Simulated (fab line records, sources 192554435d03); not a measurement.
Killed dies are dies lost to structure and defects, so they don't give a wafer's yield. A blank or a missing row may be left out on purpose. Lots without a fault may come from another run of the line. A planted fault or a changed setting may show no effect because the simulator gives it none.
fab line records | flow n5_finfet | part 2 of 2: steps 20 to 32 of 32
record lots=5 wafers=15 last_day=19
route steps=1938 shown BEOL_M5@1118
lots that met no fault: from a run of the same line without faults
start_h: hours from the record's first day to the start of the lot's first wafer shown | wait_h: hours since the lot's step before | " the same as in the row above | L1.1+2: a row that stands for several wafers | - no value, or no start given | * or withheld: withheld | < > ~ a bound
route shown NAME@n: a module of which the file shows steps, and the number in the route of the first | usual: mean/standard deviation of fault-free wafers | same: alike in all rows | chamber/n: place in a boat | sites: the reading at each site | _std_site: their standard deviation | _edge_site: outer sites' mean less inner sites' | radius_mm: how far each site lies from the wafer's centre | mask NAME#n: copy n | behind: the tool/chamber that last shaped the wafer | hold: why the lot was held/for how many hours/how that ended | device: the transistor (n, p or np) that didn't switch | end of line: the same wafers' tests at the end of the route | a step without rows: its recipe alone | killed: dies lost to structure and defects at the first sort, not the wafer's yield | map: a wafer's dies, x killed, . not, _ none there
set.NAME: the setting as run; set.NAME@STEP: as run at that earlier step | model.NAME: the simulator's own value behind a step, which no gauge read
lots at some steps of the route; a table a step, a row a wafer
services: from which hour (start_h, from the record's first day; less than 0 if before it) a tool's chamber was out of use, for how many hours, and why
## steps
# step N5_BEOL_M5_STRIP_19
# recipe chemistry=O2 power_w=400 temp_c=40 pressure_mtorr=30 rf_frequency_hz=6e+07 bias_power_w=0 overash_fraction=0.2 o2_flow_sccm=225
# usual drypump_motor_current_A=5.8/0.4 oes_product_au=0.79/0.095 rf_vpp_V=3.6/0.47 showerhead_plenum_p_Torr=2.11/0.066 throttle_valve_pct=16.68/0.19
# same overash_fraction=0.2
# columns lot.wafer tool chamber start_h wait_h drypump_motor_current_A oes_product_au rf_hours_counter_h rf_vpp_V showerhead_plenum_p_Torr throttle_valve_pct
L082.2 rie_diel-05 0 247.14 0.1 6.1 0.69 231 3.9 2.15 16.83
L082.4 " 0 " " 6.1 0.68 - 4.3 2.15 16.85
L082.5 " 1 " " 6.0 0.74 - 3.7 2.08 16.66
L090.2 rie_diel-05 1 307.44 0.1 6.0 0.72 175 4.3 2.07 16.71
L090.4 " 3 " " 5.7 0.91 - 3.8 2.14 16.57
L090.5 " 1 " " 6.0 0.73 - 4.9 2.07 16.71
L094.1 rie_diel-05 3 318.99 0.2 5.8 0.92 18 3.1 2.14 16.57
L094.2 " 1 " " 6.0 0.72 179 3.9 2.07 16.72
L094.4 " 1 " " 6.0 0.72 - 3.6 2.07 16.73
L096.1 rie_diel-05 3 341.40 0.1 5.8 0.89 26 4.3 2.14 16.59
L096.2 " 0 " " 6.1 0.99 4 4.1 2.14 16.44
L096.6 " 0 " " 6.1 0.98 - 4.6 2.14 16.43
L097.2 rie_diel-02 2 344.08 0.1 6.2 0.95 4 3.8 2.05 16.23
L097.5 " 1 " " 5.7 0.85 - 3.9 2.11 16.38
L097.6 " 2 " " 6.2 0.95 - 4.2 2.05 16.21
# step N5_BEOL_M5_CD_MEAS_18
# recipe pitch_nm=56 target_cd_nm=28
# usual cd_nm=28.1/0.36
# columns lot.wafer tool chamber start_h wait_h cd_nm
L082.2 cd_sem-03 - 247.21 0.1 27.7
L082.4 " - " " 28.1
L082.5 " - " " 28.0
L090.2 cd_sem-02 - 307.51 0.1 27.6
L090.4 " - " " 27.7
L090.5 " - " " 28.2
L094.1 cd_sem-01 - 319.06 0.0 28.2
L094.2 " - " " 28.4
L094.4 " - " " 28.8
L096.1 cd_sem-02 - 341.47 0.0 27.8
L096.2 " - " " 28.0
L096.6 " - " " 28.4
L097.2 cd_sem-02 - 344.16 0.1 28.2
L097.5 " - " " 27.4
L097.6 " - " " 28.0
# step N5_BEOL_M5_COAT_65
# recipe resist=SOC temp_c=250 time_s=60 spin_rpm=1500 resist_thk_nm=60
# usual heater_power_total_W=500.6/1.7
# columns lot.wafer tool chamber start_h wait_h heater_power_total_W
L082.2 litho_track-04 0 247.25 0.0 501.8
L082.4 " 0 " " 501.3
L082.5 " 0 " " 501.9
L090.2 litho_track-03 0 311.33 3.8 502.7
L090.4 " 0 " " 499.6
L090.5 " 0 " " 500.7
L094.1 litho_track-03 0 320.56 1.5 499.7
L094.2 " 0 " " 502.7
L094.4 " 0 " " 498.8
L096.1 litho_track-04 0 341.51 0.0 502.4
L096.2 " 0 " " 500.8
L096.6 " 0 " " 501.6
L097.2 litho_track-02 0 344.84 0.7 502.3
L097.5 " 0 " " 498.8
L097.6 " 0 " " 500.4
# step N5_BEOL_M5_COAT_66
# recipe resist=SiARC temp_c=220 time_s=60 spin_rpm=1500 resist_thk_nm=12
# usual heater_power_total_W=427.2/2.3
# columns lot.wafer tool chamber start_h wait_h heater_power_total_W
L082.2 litho_track-04 0 - - 429.7
L082.4 " 0 " " 424.2
L082.5 " 0 " " 424.0
L090.2 litho_track-03 0 - - 424.7
L090.4 " 0 " " 425.5
L090.5 " 0 " " 425.0
L094.1 litho_track-03 0 - - 430.2
L094.2 " 0 " " 429.2
L094.4 " 0 " " 430.3
L096.1 litho_track-04 0 - - 424.9
L096.2 " 0 " " 430.5
L096.6 " 0 " " 427.3
L097.2 litho_track-02 0 - - 426.0
L097.5 " 0 " " 430.9
L097.6 " 0 " " 430.4
# step N5_BEOL_M5_COAT_74
# recipe resist=underlayer temp_c=205 time_s=60 spin_rpm=1500 resist_thk_nm=5
# usual heater_power_total_W=391.8/1.4
# columns lot.wafer tool chamber start_h wait_h heater_power_total_W
L082.2 litho_track-04 0 - - 393.1
L082.4 " 0 " " 391.8
L082.5 " 0 " " 392.8
L090.2 litho_track-03 0 - - 390.4
L090.4 " 0 " " 390.2
L090.5 " 0 " " 393.5
L094.1 litho_track-03 0 - - 394.0
L094.2 " 0 " " 390.3
L094.4 " 0 " " 393.5
L096.1 litho_track-04 0 - - 390.1
L096.2 " 0 " " 390.9
L096.6 " 0 " " 390.3
L097.2 litho_track-02 0 - - 390.1
L097.5 " 0 " " 391.7
L097.6 " 0 " " 394.0
# step N5_BEOL_M5_COAT_22
# recipe resist=CAR-EUV spin_rpm=1500 resist_thk_nm=30
# columns lot.wafer tool chamber start_h wait_h
L082.2+4+5 litho_track-04 0 - -
L090.2+4+5 litho_track-03 0 - -
L094.1+2+4 litho_track-03 0 - -
L096.1+2+6 litho_track-04 0 - -
L097.2+5+6 litho_track-02 0 - -
# step N5_BEOL_M5_EBR_24
# recipe solvent=PGMEA ebr_width_mm=1.5
# columns lot.wafer tool chamber start_h wait_h
L082.2+4+5 litho_track-04 0 - -
L090.2+4+5 litho_track-03 0 - -
L094.1+2+4 litho_track-03 0 - -
L096.1+2+6 litho_track-04 0 - -
L097.2+5+6 litho_track-02 0 - -
# step N5_BEOL_M5_SOFTBAKE_23
# recipe temp_c=110 time_s=60 resist=CAR-EUV
# usual heater_power_total_W=175.6/1.6
# columns lot.wafer tool chamber start_h wait_h heater_power_total_W
L082.2 litho_track-04 0 - - 177.4
L082.4 " 0 " " 176.8
L082.5 " 0 " " 177.6
L090.2 litho_track-03 0 - - 173.0
L090.4 " 0 " " 177.3
L090.5 " 0 " " 177.4
L094.1 litho_track-03 0 - - 176.2
L094.2 " 0 " " 173.0
L094.4 " 0 " " 177.6
L096.1 litho_track-04 0 - - 175.7
L096.2 " 0 " " 177.1
L096.6 " 0 " " 176.9
L097.2 litho_track-02 0 - - 177.6
L097.5 " 0 " " 177.6
L097.6 " 0 " " 177.4
# step N5_BEOL_M5_EXPOSE_25
# recipe mask_id=V4 na=0.33 source_shape=quasar sigma_inner=0.2 sigma_outer=0.6 polarization=unpolarized defocus_nm=10 dose_mj=52.75
# usual reticle_temp_C=22.97/0.095
# columns lot.wafer tool chamber start_h wait_h mask reticle_temp_C
L082.2 euv_scanner-02 0 247.52 - V4#0 23.00
L082.4 " 0 " " V4#0 23.06
L082.5 " 0 " " V4#0 23.10
L090.2 euv_scanner-02 0 311.66 - V4#0 23.12
L090.4 " 0 " " V4#0 22.94
L090.5 " 0 " " V4#0 23.11
L094.1 euv_scanner-02 0 320.82 - V4#0 23.01
L094.2 " 0 " " V4#0 23.01
L094.4 " 0 " " V4#0 23.01
L096.1 euv_scanner-02 0 341.77 - V4#0 22.95
L096.2 " 0 " " V4#0 22.87
L096.6 " 0 " " V4#0 22.99
L097.2 euv_scanner-02 0 344.98 - V4#0 23.04
L097.5 " 0 " " V4#0 22.99
L097.6 " 0 " " V4#0 22.93
# step N5_BEOL_M5_PEB_26
# recipe peb_temp_c=100 peb_time_s=60 resist=CAR-EUV
# usual heater_power_total_W=154.1/1.1
# columns lot.wafer tool chamber start_h wait_h heater_power_total_W
L082.2 litho_track-02 0 247.58 0.1 152.7
L082.4 " 0 " " 153.7
L082.5 " 0 " " 155.2
L090.2 litho_track-04 0 311.72 0.1 153.0
L090.4 " 0 " " 154.0
L090.5 " 0 " " 152.7
L094.1 litho_track-03 0 320.89 0.1 153.9
L094.2 " 0 " " 155.5
L094.4 " 0 " " 153.0
L096.1 litho_track-02 0 341.84 0.1 154.8
L096.2 " 0 " " 155.6
L096.6 " 0 " " 154.9
L097.2 litho_track-03 0 345.05 0.1 153.0
L097.5 " 0 " " 155.7
L097.6 " 0 " " 153.0
# step N5_BEOL_M5_DEVELOP_27
# recipe develop_time_s=30 developer=TMAH resist=CAR-EUV rinse_liquid=surfactant_rinse dry=air_spin dev_temp_c=23
# columns lot.wafer tool chamber start_h wait_h
L082.2+4+5 litho_track-02 0 - -
L090.2+4+5 litho_track-04 0 - -
L094.1+2+4 litho_track-03 0 - -
L096.1+2+6 litho_track-02 0 - -
L097.2+5+6 litho_track-03 0 - -
# step N5_BEOL_M5_CD_MEAS_28
# recipe target_cd_nm=30.6 landing_energy_ev=500 detector=se_inlens target_cd_y_nm=20 polarity=opening
# usual cd_nm=30.50/0.29
# columns lot.wafer tool chamber start_h wait_h cd_nm
L082.2 cd_sem-02 0 247.65 - 30.19
L082.4 " 0 " " 30.46
L082.5 " 0 " " 30.40
L090.2 cd_sem-02 0 311.79 - 30.24
L090.4 " 0 " " 30.18
L090.5 " 0 " " 30.39
L094.1 cd_sem-02 0 320.96 - 30.91
L094.2 " 0 " " 30.80
L094.4 " 0 " " 30.38
L096.1 cd_sem-02 0 341.91 - 30.72
L096.2 " 0 " " 30.35
L096.6 " 0 " " 30.85
L097.2 cd_sem-03 0 345.12 - 30.55
L097.5 " 0 " " 31.13
L097.6 " 0 " " 30.44
# step N5_BEOL_M5_OVL_MEAS_29
# recipe points_per_wafer=522
# usual V4_OVL=-0.2/0.61
# columns lot.wafer tool chamber start_h wait_h V4_OVL[nm]
L082.2 overlay-01 0 247.69 0.0 -0.1
L082.4 " 0 " " -0.2
L082.5 " 0 " " 0.9
L090.2 overlay-02 0 311.82 0.0 -0.3
L090.4 " 0 " " -0.6
L090.5 " 0 " " -0.9
L094.1 overlay-01 0 321.00 0.0 0.5
L094.2 " 0 " " -0.2
L094.4 " 0 " " 0.1
L096.1 overlay-01 0 341.94 0.0 -0.9
L096.2 " 0 " " -0.4
L096.6 " 0 " " -0.6
L097.2 overlay-02 0 345.15 0.0 0.3
L097.5 " 0 " " 1.2
L097.6 " 0 " " -0.3
## services
# columns tool chamber start_h hours kind
rie_diel-05 0 227.75 9.5 repair
rie_metal-01 - 230.37 28.1 pm
euv_scanner-02 - 231.02 0.7 repair
rie_diel-05 3 237.47 - clean
rie_diel-05 3 237.47 - consumable_replace:focus_ring
rie_diel-05 3 237.47 25.4 scheduled_down
rie_diel-05 3 237.47 25.4 vent_cycle
litho_track-04 - 240.26 - consumable_replace:filter
euv_scanner-01 - 245.13 0.6 repair
euv_scanner-01 - 256.58 1.0 pm
rie_diel-02 - 263.90 1.7 repair
rie_metal-03 - 264.87 4.7 repair
euv_scanner-02 - 274.11 1.0 pm
euv_scanner-01 - 274.20 0.8 repair
euv_scanner-01 - 294.33 4.6 pm
rie_metal-03 1 308.86 17.4 repair
euv_scanner-01 - 312.73 1.0 pm
rie_diel-02 2 313.40 - clean
rie_diel-02 2 313.40 - consumable_replace:focus_ring
rie_diel-02 2 313.40 18.2 scheduled_down
rie_diel-02 2 313.40 18.2 vent_cycle
euv_scanner-01 - 318.67 0.9 repair
euv_scanner-02 - 330.26 1.0 pm
litho_track-02 - 336.53 - consumable_replace:filter
